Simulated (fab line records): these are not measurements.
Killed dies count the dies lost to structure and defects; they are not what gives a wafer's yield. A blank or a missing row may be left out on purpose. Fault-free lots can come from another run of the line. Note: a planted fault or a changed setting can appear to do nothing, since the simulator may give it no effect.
Comparing a struck lot with a sound one    flow nandHarc    18 out of 1159 route steps
Sound: wafers L741.1, L741.2, L741.6. Wafers struck: L749.2, L749.4, L749.6. The cause comes at the end.
Per side, at each step with rows, come the tool, then ch with its chambers, and then its first start. Under that, the readings that differ: sound wafers    struck wafers    difference of the means    sigmas: that difference in standard deviations of wafers without a fault.
alike: readings with means less than 2 such deviations apart, plus words and numbers identical on both sides. not compared: withheld readings, readings lacking a value on some wafer, bounds such as >300 that could conceal the same value, and numbers that have no deviation in the record and whose values overlap.
Wherever a step has rows on one side only, a row that says differs or no value, or a row with sigmas, the two part there. Numbers that have no deviation but don't overlap get no sigmas and don't part them. A reading that every wafer of one side lacks parts them only if that side has two wafers or more.

NHARC_P_GATE_CD_MEAS_46: the cd target is 720 nm.
  sound on cdSem-03 ch 0, day 5 13:13; struck on cdSem-01 ch 0, day 7 10:35
  alike: cdNm
then, 1 step without rows for these wafers: NHARC_P_GATE_HARDBAKE_47 (time 80 s).
NHARC_P_GATE_DESCUM_48: chemistry O2, time 3 s.
  sound on rieDiel-13 ch 1,2,3, day 5 13:23; struck on rieDiel-13 ch 0,3, day 7 10:47
  alike: drypumpMotorCurrentA, oesProductAu, rfVppV, showerheadPlenumPTorr, throttleValvePct
  not compared: rfHoursCounterH
next, for these wafers, 1 step has no rows: NHARC_P_GATE_IMPLANT_49.
NHARC_P_GATE_STRIP_111: strips in N2/H2, time 250 s.
  sound on plasmaAsher-01 ch 0,1, day 5 13:46; struck on plasmaAsher-02 ch 0,1, day 7 11:52
  alike: drypumpMotorCurrentA, heaterPowerW
  not compared: rfHoursCounterH
NHARC_P_GATE_STRIP_75: strips in O2.
  sound on plasmaAsher-01 ch 0,1, day 5 14:04; struck on plasmaAsher-02 ch 0,1, day 7 12:07
  alike: drypumpMotorCurrentA, heaterPowerW
  not compared: rfHoursCounterH
then, 6 steps without rows for these wafers: NHARC_P_GATE_STRIP_50 (strips in SPM, time 900 s); NHARC_P_GATE_DEHYDRATE_51 (time 120 s); NHARC_P_GATE_HMDS_52 (time 30 s); NHARC_P_GATE_COAT_53; NHARC_P_GATE_SOFTBAKE_54 (time 95 s); NHARC_P_GATE_EBR_55.
NHARC_P_GATE_EXPOSE_56: exposes mask P PSD, target cd 720 nm.
  sound on krfScanner-01 ch 0, day 5 14:42; struck on krfScanner-01 ch 0, day 7 12:47
reading  sound                    struck                   difference  sigmas
mask     P_PSD#0 P_PSD#0 P_PSD#0  P_NSD#0 P_NSD#0 P_NSD#0  differs     
  alike: stageVelMmS
then, 2 steps without rows for these wafers: NHARC_P_GATE_PEB_57 (peb time 85 s); NHARC_P_GATE_DEVELOP_58 (time 70 s).
NHARC_P_GATE_CD_MEAS_59: the cd target is 720 nm.
  sound on cdSem-01 ch 0, day 5 14:51; struck on cdSem-03 ch 0, day 7 12:56
reading    sound              struck  difference                     sigmas
cdNm (nm)  720.0 722.7 722.1  - - -   no value on the struck wafers  
then, 1 step without rows for these wafers: NHARC_P_GATE_HARDBAKE_60 (time 80 s).
-- record jumps: 17 days between struck wafers' starts before vs after; left off in module P_GATE, resumes in module END, first step shown is number 1159 of the route --
NHARC_END_SORT_01:
  the record has rows for the struck wafers here (prober-01 ch 0, day 24 20:11) and none for the sound ones

== WHERE THEY PART ==
Earliest at NHARC_P_GATE_EXPOSE_56; latest, in this record, at NHARC_END_SORT_01.

WHY: what the simulator had put in
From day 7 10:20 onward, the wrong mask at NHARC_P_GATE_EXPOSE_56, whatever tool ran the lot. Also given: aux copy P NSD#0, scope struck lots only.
